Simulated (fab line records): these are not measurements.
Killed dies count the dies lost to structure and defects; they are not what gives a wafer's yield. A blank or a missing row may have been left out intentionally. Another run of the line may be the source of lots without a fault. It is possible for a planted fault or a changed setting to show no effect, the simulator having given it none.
Split-lot study	flow n5_finfet	21 wafers read across 7 lots, on a route 1938 steps long

ON THE SPLIT
At N5_BEOL_M9_ETCH_66 (etches SOC in N2/H2, target depth 80 nm, overetch 16 nm, time 120 s), the setting time_s was moved away from the recipe's 120 s on 8 of the 21 wafers read, by -21.4% to +18.7%. This setting was run at the recipe's value on the other wafers.

The reading comes from the split's own step.

THE READING
SiARC_of_BEOL_M9_COAT_64.thk_nm (the simulator's own value, which no gauge read), in nm, at N5_BEOL_M9_ETCH_66 (etches SOC in N2/H2, target depth 80 nm, overetch 16 nm, time 120 s). The file gives no usual value for it. Average 6.4 nm, standard deviation 0.19 nm, over the 13 wafers here run with the recipe.

wafer	tool, chamber at the split	time_s as run, s	against the recipe	SiARC_of_BEOL_M9_COAT_64.thk_nm, nm	against lot-mates on the recipe
L086.1	rie_diel-04, 0	120	recipe	6	-
L086.2	rie_diel-04, 1	97.8	-18.5%	7.2	+1.1
L086.4	rie_diel-04, 3	120	recipe	6.2	-
L085.1	rie_diel-03, 3	120	recipe	6.6	-
L085.2	rie_diel-03, 0	101.4	-15.5%	7.6	+1.0
L085.3	rie_diel-03, 2	101.4	-15.5%	7.4	+0.8
L088.3	rie_diel-03, 1	120	recipe	6.4	-
L088.4	rie_diel-03, 2,1	142.4	+18.7%	5.4	-1.0
L088.6	rie_diel-03, 2,1	142.4	+18.7%	5.4	-1.0
L089.1	rie_diel-04, 0	137.7	+14.7%	5.4	-0.9
L089.4	rie_diel-04, 1	120	recipe	6.2	-
L089.6	rie_diel-04, 3	120	recipe	6.4	-
L091.2	rie_diel-03, 3	120	recipe	6.6	-
L091.3	rie_diel-03, 1	120	recipe	6.4	-
L091.5	rie_diel-03, 1	120	recipe	6.4	-
L090.1	rie_diel-04, 1,0	94.3	-21.4%	7.4	+0.8
L090.4	rie_diel-04, 1,0	94.3	-21.4%	7.4	+0.8
L090.6	rie_diel-04, 2	120	recipe	6.6	-
L096.4	rie_diel-06, 2,3,2	120	recipe	6.6	-
L096.5	rie_diel-06, 2,3,2	120	recipe	6.6	-
L096.6	rie_diel-06, 2,3,2	120	recipe	6.6	-
Where a row lists several chambers, the file gives one row for several wafers and doesn't say which wafer went through which chamber.

FIT RESULTS
A straight line over all 21 wafers: SiARC_of_BEOL_M9_COAT_64.thk_nm changes by -0.054 nm for each +1% of time_s; r = -0.95; the points scatter about the line by 0.2 nm.
The same after taking each lot's own level away (the mean of its wafers on the recipe; 21 wafers): -0.0505 nm for each +1%; r = -0.98; scatter 0.13 nm.
Per that fit: largest time_s move, reading shift of 1.1 nm.
Measured against the standard deviation above, the lots' own levels, which go from 6.10 to 6.60 nm, span 2.6 times it.
So the lot-to-lot level changes the slope little: the two slopes agree.
Check: with one of the wafers moved furthest among these (-21.4%) left out of the fit, the line predicts +1.12 nm for it against its lot-mates. It came out at +0.8 nm against them.

THESE WAFERS: OTHER SPLITS
Note: prior to the reading, these wafers also went through further splits. Each is held against what the fit with the lots' levels taken away leaves over:
other split on the same wafers	wafers away from the commonest value	r with SiARC_of_BEOL_M9_COAT_64.thk_nm (lot level and that fit taken away)
N5_BEOL_M5_TRENCH_ETCH_37 time_s	3	-0.15
N5_BEOL_M7_PECVD_70 temp_c	10	+0.03
N5_BEOL_M8_PECVD_70 temp_c	11	-0.18
N5_BEOL_M8_EXPOSE_25 dose_mj	4	+0.10
N5_BEOL_M8_DESCUM_33 time_s	6	-0.02
N5_BEOL_M9_EXPOSE_25 dose_mj	8	+0.23

FILE'S OWN FIT
SiARC_of_BEOL_M9_COAT_64.thk_nm changes by -0.0519 nm for each +1% of time_s, r = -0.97.
